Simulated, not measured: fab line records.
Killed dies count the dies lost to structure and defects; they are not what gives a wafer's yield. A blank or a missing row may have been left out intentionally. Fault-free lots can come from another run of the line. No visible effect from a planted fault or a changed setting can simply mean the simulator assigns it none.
Matching of chambers || flow n5_finfet || 4 sister chambers for N5_BEOL_M2_ETCH_74 on rie_diel-02
The step etches underlayer in N2/H2, target depth 6.5 nm, time 5.2 s. 16 wafers are shown with their chamber, then 8 later ones without.

WAFERS WITH THEIR CHAMBER
{"wafer": "L074.2", "chamber": 2, "showerhead_plenum_p_Torr (Torr)": 2.49, "drypump_motor_current_A (A)": 5.8, "oes_product_au (a.u.)": 0.60}
{"wafer": "L074.3", "chamber": 1, "showerhead_plenum_p_Torr (Torr)": 2.66, "drypump_motor_current_A (A)": 5.3, "oes_product_au (a.u.)": 0.62}
{"wafer": "L074.6", "chamber": 3, "showerhead_plenum_p_Torr (Torr)": 2.47, "drypump_motor_current_A (A)": 6.0, "oes_product_au (a.u.)": 0.74}
{"wafer": "L082.2", "chamber": 0, "showerhead_plenum_p_Torr (Torr)": 2.34, "drypump_motor_current_A (A)": 6.3, "oes_product_au (a.u.)": 0.64}
{"wafer": "L082.3", "chamber": 1, "showerhead_plenum_p_Torr (Torr)": 2.65, "drypump_motor_current_A (A)": 5.4, "oes_product_au (a.u.)": 0.61}
{"wafer": "L082.5", "chamber": 0, "showerhead_plenum_p_Torr (Torr)": 2.34, "drypump_motor_current_A (A)": 6.3, "oes_product_au (a.u.)": 0.65}
{"wafer": "L084.1", "chamber": 3, "showerhead_plenum_p_Torr (Torr)": 2.46, "drypump_motor_current_A (A)": 5.9, "oes_product_au (a.u.)": 0.71}
{"wafer": "L084.2", "chamber": 0, "showerhead_plenum_p_Torr (Torr)": 2.34, "drypump_motor_current_A (A)": 6.3, "oes_product_au (a.u.)": 0.64}
{"wafer": "L084.4", "chamber": 3, "showerhead_plenum_p_Torr (Torr)": 2.46, "drypump_motor_current_A (A)": 6.0, "oes_product_au (a.u.)": 0.70}
{"wafer": "L087.1", "chamber": 0, "showerhead_plenum_p_Torr (Torr)": 2.33, "drypump_motor_current_A (A)": 6.3, "oes_product_au (a.u.)": 0.63}
{"wafer": "L087.4", "chamber": 3, "showerhead_plenum_p_Torr (Torr)": 2.46, "drypump_motor_current_A (A)": 6.0, "oes_product_au (a.u.)": 0.72}
{"wafer": "L087.5", "chamber": 1, "showerhead_plenum_p_Torr (Torr)": 2.64, "drypump_motor_current_A (A)": 5.4, "oes_product_au (a.u.)": 0.60}
{"wafer": "L090.1", "chamber": 0, "showerhead_plenum_p_Torr (Torr)": 2.33, "drypump_motor_current_A (A)": 6.4, "oes_product_au (a.u.)": 0.63}
{"wafer": "L090.2", "chamber": 3, "showerhead_plenum_p_Torr (Torr)": 2.46, "drypump_motor_current_A (A)": 6.0, "oes_product_au (a.u.)": 0.69}
{"wafer": "L090.6", "chamber": 3, "showerhead_plenum_p_Torr (Torr)": 2.45, "drypump_motor_current_A (A)": 6.0, "oes_product_au (a.u.)": 0.70}
{"wafer": "L091.1", "chamber": 1, "showerhead_plenum_p_Torr (Torr)": 2.64, "drypump_motor_current_A (A)": 5.4, "oes_product_au (a.u.)": 0.60}

SIGNATURES, as means of the wafers listed above
{"reading": "showerhead_plenum_p_Torr", "chamber 0": 2.3360, "chamber 1": 2.6475, "chamber 2": 2.4900, "chamber 3": 2.4600, "scatter within a chamber": 0.00704}
{"reading": "drypump_motor_current_A", "chamber 0": 6.320, "chamber 1": 5.375, "chamber 2": 5.800, "chamber 3": 5.983, "scatter within a chamber": 0.0446}
{"reading": "oes_product_au", "chamber 0": 0.6380, "chamber 1": 0.6075, "chamber 2": 0.6000, "chamber 3": 0.7100, "scatter within a chamber": 0.0134}
Rule: for each reading, subtract the chamber's mean from the wafer's reading, divide by that reading's scatter and square the result; add these up over the readings and take the root, which gives the wafer's distance from the chamber. If the next closest chamber is less than 2 further off than the closest, the wafer can't be placed; otherwise it belongs to the closest. The scatter: the root of (the sum of the squares of (reading less its chamber's mean) over the shown wafers, divided by (wafers less chambers)).

WAFERS WHOSE CHAMBER IS MISSING
{"wafer": "L091.3", "showerhead_plenum_p_Torr (Torr)": 2.48, "drypump_motor_current_A (A)": 5.8, "oes_product_au (a.u.)": 0.79}
{"wafer": "L091.5", "showerhead_plenum_p_Torr (Torr)": 2.48, "drypump_motor_current_A (A)": 5.8, "oes_product_au (a.u.)": 0.79}
{"wafer": "L092.1", "showerhead_plenum_p_Torr (Torr)": 2.64, "drypump_motor_current_A (A)": 5.4, "oes_product_au (a.u.)": 0.59}
{"wafer": "L092.2", "showerhead_plenum_p_Torr (Torr)": 2.48, "drypump_motor_current_A (A)": 5.8, "oes_product_au (a.u.)": 0.78}
{"wafer": "L092.6", "showerhead_plenum_p_Torr (Torr)": 2.48, "drypump_motor_current_A (A)": 5.8, "oes_product_au (a.u.)": 0.78}
{"wafer": "L093.1", "showerhead_plenum_p_Torr (Torr)": 2.64, "drypump_motor_current_A (A)": 5.4, "oes_product_au (a.u.)": 0.60}
{"wafer": "L093.4", "showerhead_plenum_p_Torr (Torr)": 2.45, "drypump_motor_current_A (A)": 5.9, "oes_product_au (a.u.)": 0.70}
{"wafer": "L093.5", "showerhead_plenum_p_Torr (Torr)": 2.64, "drypump_motor_current_A (A)": 5.4, "oes_product_au (a.u.)": 0.59}

EACH ONE'S CHAMBER
{"wafer": "L091.3", "from the rows above": 3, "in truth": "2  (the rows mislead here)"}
{"wafer": "L091.5", "from the rows above": 3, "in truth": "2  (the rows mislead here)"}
{"wafer": "L092.1", "from the rows above": 1, "in truth": 1}
{"wafer": "L092.2", "from the rows above": 3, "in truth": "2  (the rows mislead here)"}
{"wafer": "L092.6", "from the rows above": 3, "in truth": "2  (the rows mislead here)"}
{"wafer": "L093.1", "from the rows above": 1, "in truth": 1}
{"wafer": "L093.4", "from the rows above": 3, "in truth": 3}
{"wafer": "L093.5", "from the rows above": 1, "in truth": 1}
Correctly placed: 4 of 8. Not placeable from these rows: 0. Number placed wrongly: 4.
